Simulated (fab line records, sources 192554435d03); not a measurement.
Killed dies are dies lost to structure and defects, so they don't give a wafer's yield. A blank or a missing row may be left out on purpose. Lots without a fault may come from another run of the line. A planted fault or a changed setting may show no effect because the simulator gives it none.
Which tool did it? | flow n5_finfet | 14 lots, 42 wafers sampled, at 1 step of a route of 1938

WHAT THE GAUGES READ, wafer by wafer
N5_BEOL_M10_OCD_MEAS_38.
lot  | measured     | on     | trench_depth_nm (nm)
L605 | day 10 04:46 | ocd-01 | 146.0 146.1 150.8
L606 | day 10 17:52 | ocd-02 | 152.2 146.2 148.9
L609 | day 11 03:49 | ocd-02 | 151.7 150.2 152.1
L608 | day 11 04:05 | ocd-02 | 147.9 147.2 146.0
L613 | day 12 17:15 | ocd-02 | 148.0 147.5 149.5
L614 | day 13 02:37 | ocd-02 | 145.8 148.0 148.6
L615 | day 13 10:43 | ocd-02 | 150.1 148.6 148.9
L610 | day 13 16:23 | ocd-02 | 149.1 143.6 148.0
L618 | day 13 22:12 | ocd-02 | 148.9 148.5 152.7
L617 | day 13 22:32 | ocd-01 | 145.8 146.4 149.5
L620 | day 14 19:02 | ocd-01 | 145.0 152.2 153.6
L622 | day 15 07:31 | ocd-01 | 146.1 147.2 147.4
L625 | day 16 21:34 | ocd-01 | 148.3 146.8 146.8
L626 | day 16 21:44 | ocd-01 | 149.0 149.7 148.0

WHICH TOOL RAN EACH LOT (tool, then ch and the chambers of the sampled wafers, then the start)
The record holds no process step before these readings.

WHAT THE TOOLS THEMSELVES READ (means of the sampled wafers that have a number; where no wafer has one, the mark that the record gives instead)
The record holds no such reading with a usual standard deviation.

THE ANSWER, worked out from the rows above alone
Rule: what is usual is taken from the lots themselves. Put in order of their means at a reading, lots are off if they are a third of the lots or fewer, leave a main group of 4 or more, and stand apart from it by a gap of 3 or more times the standard deviation of the main group's means; of several such gaps the widest counts. A main group whose means are all the same, to the digits that the tables above print for the reading, isn't used. A lot without any number at a reading at which 4 lots or more have one is off too. The other lots that the step has rows for count as sound. The gauges are gone through in route order, then the tools' own readings, and for those a lot's mean is taken as printed above. The first step at which some lot is off is used, and at that step the reading that is off furthest; a lot without a number counts as furthest.
No lot is off at any reading shown: from this, nothing can be told.

WHAT THE SIMULATOR HAD PUT IN
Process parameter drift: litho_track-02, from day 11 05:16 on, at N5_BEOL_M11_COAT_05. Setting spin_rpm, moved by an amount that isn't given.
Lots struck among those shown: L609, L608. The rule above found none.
